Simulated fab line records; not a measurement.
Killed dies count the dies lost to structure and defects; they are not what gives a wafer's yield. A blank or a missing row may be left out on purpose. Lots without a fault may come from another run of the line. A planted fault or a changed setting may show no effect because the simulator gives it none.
The tool behind it: which one? || flow n5Finfet || 12 lots, 36 wafers sampled, at 5 steps of a route of 1938

## WHAT THE GAUGES READ, wafer by wafer
N5_BEOL_M3_CD_MEAS_28: target cd 25.7 nm, target cd y 23.3 nm.
{"lot": "L075", "measured": "day 7 10:24", "on": "cdSem-02", "cdNm (nm)": "25.84 25.45 25.88"}
{"lot": "L077", "measured": "day 8 03:52", "on": "cdSem-01", "cdNm (nm)": "25.71 25.93 25.86"}
{"lot": "L079", "measured": "day 9 01:29", "on": "cdSem-01", "cdNm (nm)": "25.65 25.87 25.89"}
{"lot": "L081", "measured": "day 9 03:04", "on": "cdSem-03", "cdNm (nm)": "25.67 25.61 25.34"}
{"lot": "L083", "measured": "day 9 08:08", "on": "cdSem-03", "cdNm (nm)": "25.89 25.86 25.84"}
{"lot": "L085", "measured": "day 9 19:18", "on": "cdSem-01", "cdNm (nm)": "25.63 25.40 26.18"}
{"lot": "L087", "measured": "day 10 13:02", "on": "cdSem-02", "cdNm (nm)": "25.80 25.90 25.68"}
{"lot": "L089", "measured": "day 11 05:34", "on": "cdSem-02", "cdNm (nm)": "25.43 25.98 25.96"}
{"lot": "L093", "measured": "day 11 15:44", "on": "cdSem-01", "cdNm (nm)": "25.49 25.80 25.53"}
{"lot": "L094", "measured": "day 12 16:13", "on": "cdSem-01", "cdNm (nm)": "25.92 25.66 25.48"}
{"lot": "L092", "measured": "day 12 16:23", "on": "cdSem-02", "cdNm (nm)": "26.09 25.79 25.75"}
{"lot": "L097", "measured": "day 12 20:15", "on": "cdSem-02", "cdNm (nm)": "25.90 25.69 25.67"}

## EACH LOT AND THE TOOL THAT RAN IT (in order: tool; ch and the chambers of the sampled wafers; start)
{"lot": "L075", "N5_BEOL_M2_ALD_84": "aldMetal-02 ch 1,2,3, day 7 05:05", "N5_BEOL_M2_SPUTTER_86": "pvdSputter-03, day 7 06:34", "N5_BEOL_M2_CMP_52": "cmp-02 ch 0,1,3, day 7 08:11", "N5_BEOL_M3_DESCUM_16": "rieDiel-05 ch 2,3, day 7 09:40"}
{"lot": "L077", "N5_BEOL_M2_ALD_84": "aldMetal-02 ch 0,1,3, day 7 21:52", "N5_BEOL_M2_SPUTTER_86": "pvdSputter-01, day 7 23:45", "N5_BEOL_M2_CMP_52": "cmp-04 ch 1,2, day 8 01:21", "N5_BEOL_M3_DESCUM_16": "rieDiel-05 ch 1,2, day 8 03:08"}
{"lot": "L079", "N5_BEOL_M2_ALD_84": "aldMetal-04 ch 0,2,3, day 8 17:42", "N5_BEOL_M2_SPUTTER_86": "pvdSputter-03, day 8 19:04", "N5_BEOL_M2_CMP_52": "cmp-02 ch 1,2,3, day 8 20:44", "N5_BEOL_M3_DESCUM_16": "rieDiel-03 ch 0,1,2, day 9 00:39"}
{"lot": "L081", "N5_BEOL_M2_ALD_84": "aldMetal-03 ch 1,2, day 8 21:23", "N5_BEOL_M2_SPUTTER_86": "pvdSputter-03, day 8 22:42", "N5_BEOL_M2_CMP_52": "cmp-03 ch 0,1, day 9 00:17", "N5_BEOL_M3_DESCUM_16": "rieDiel-03 ch 0,1,2, day 9 02:13"}
{"lot": "L083", "N5_BEOL_M2_ALD_84": "aldMetal-04 ch 0,2,3, day 9 02:07", "N5_BEOL_M2_SPUTTER_86": "pvdSputter-03, day 9 03:16", "N5_BEOL_M2_CMP_52": "cmp-04 ch 0,1,3, day 9 04:52", "N5_BEOL_M3_DESCUM_16": "rieDiel-03 ch 2,3, day 9 07:04"}
{"lot": "L085", "N5_BEOL_M2_ALD_84": "aldMetal-03 ch 0,1,2, day 9 12:02", "N5_BEOL_M2_SPUTTER_86": "pvdSputter-03, day 9 13:25", "N5_BEOL_M2_CMP_52": "cmp-02 ch 1,2,3, day 9 15:02", "N5_BEOL_M3_DESCUM_16": "rieDiel-05 ch 1,2,3, day 9 18:32"}
{"lot": "L087", "N5_BEOL_M2_ALD_84": "aldMetal-02 ch 0,2, day 10 05:28", "N5_BEOL_M2_SPUTTER_86": "pvdSputter-02, day 10 06:50", "N5_BEOL_M2_CMP_52": "cmp-04 ch 0,1,3, day 10 08:31", "N5_BEOL_M3_DESCUM_16": "rieDiel-05 ch 0,2,3, day 10 12:10"}
{"lot": "L089", "N5_BEOL_M2_ALD_84": "aldMetal-02 ch 0,1,3, day 10 22:10", "N5_BEOL_M2_SPUTTER_86": "pvdSputter-03, day 10 23:40", "N5_BEOL_M2_CMP_52": "cmp-02 ch 0,2, day 11 01:37", "N5_BEOL_M3_DESCUM_16": "rieDiel-06 ch 1,3, day 11 04:38"}
{"lot": "L093", "N5_BEOL_M2_ALD_84": "aldMetal-04 ch 0,2, day 11 06:35", "N5_BEOL_M2_SPUTTER_86": "pvdSputter-01, day 11 09:10", "N5_BEOL_M2_CMP_52": "cmp-03 ch 0,2, day 11 10:53", "N5_BEOL_M3_DESCUM_16": "rieDiel-05 ch 0,1,2, day 11 14:47"}
{"lot": "L094", "N5_BEOL_M2_ALD_84": "aldMetal-04 ch 1,2, day 11 22:33", "N5_BEOL_M2_SPUTTER_86": "pvdSputter-02, day 11 23:48", "N5_BEOL_M2_CMP_52": "cmp-04 ch 0,1,3, day 12 01:43", "N5_BEOL_M3_DESCUM_16": "rieDiel-03 ch 2,3, day 12 06:43"}
{"lot": "L092", "N5_BEOL_M2_ALD_84": "aldMetal-02 ch 0,2, day 12 04:30", "N5_BEOL_M2_SPUTTER_86": "pvdSputter-01, day 12 06:12", "N5_BEOL_M2_CMP_52": "cmp-03 ch 0,1,3, day 12 07:50", "N5_BEOL_M3_DESCUM_16": "rieDiel-03 ch 0,2, day 12 12:57"}
{"lot": "L097", "N5_BEOL_M2_ALD_84": "aldMetal-04 ch 0,1,2, day 12 10:20", "N5_BEOL_M2_SPUTTER_86": "pvdSputter-03, day 12 11:27", "N5_BEOL_M2_CMP_52": "cmp-02 ch 0,3, day 12 13:19", "N5_BEOL_M3_DESCUM_16": "rieDiel-05 ch 0,1,2, day 12 17:58"}
- N5_BEOL_M2_ALD_84: deposits TaN, pulse time 2 s, purge time 3 s, co reactant purge time 2 s.
- N5_BEOL_M2_SPUTTER_86: material Cu, target thk 4.5 nm, time 8.29 s.
- N5_BEOL_M2_CMP_52: polishes, stops on SiOC, t overpolish 6.8 s, target thk 40 nm.
- N5_BEOL_M3_DESCUM_16: chemistry O2, time 7 s.

## THE ANSWER, worked out from the rows above alone
Rule: usual is defined by the lots themselves. The widest of any qualifying gaps counts: lots, ordered by their means at a reading, are off when they make up no more than a third of the lots, leave a main group of 4 or more, and stand apart from it by 3 or more times the standard deviation of that group's means. Not used: any main group whose means are identical at the precision the tables above print for the reading. Also off: a lot with no number at a reading for which 4 or more lots have one. The other lots that the step has rows for count as sound.
No lot is off at any reading shown: from this, nothing can be told.

## WHAT THE SIMULATOR HAD INSERTED
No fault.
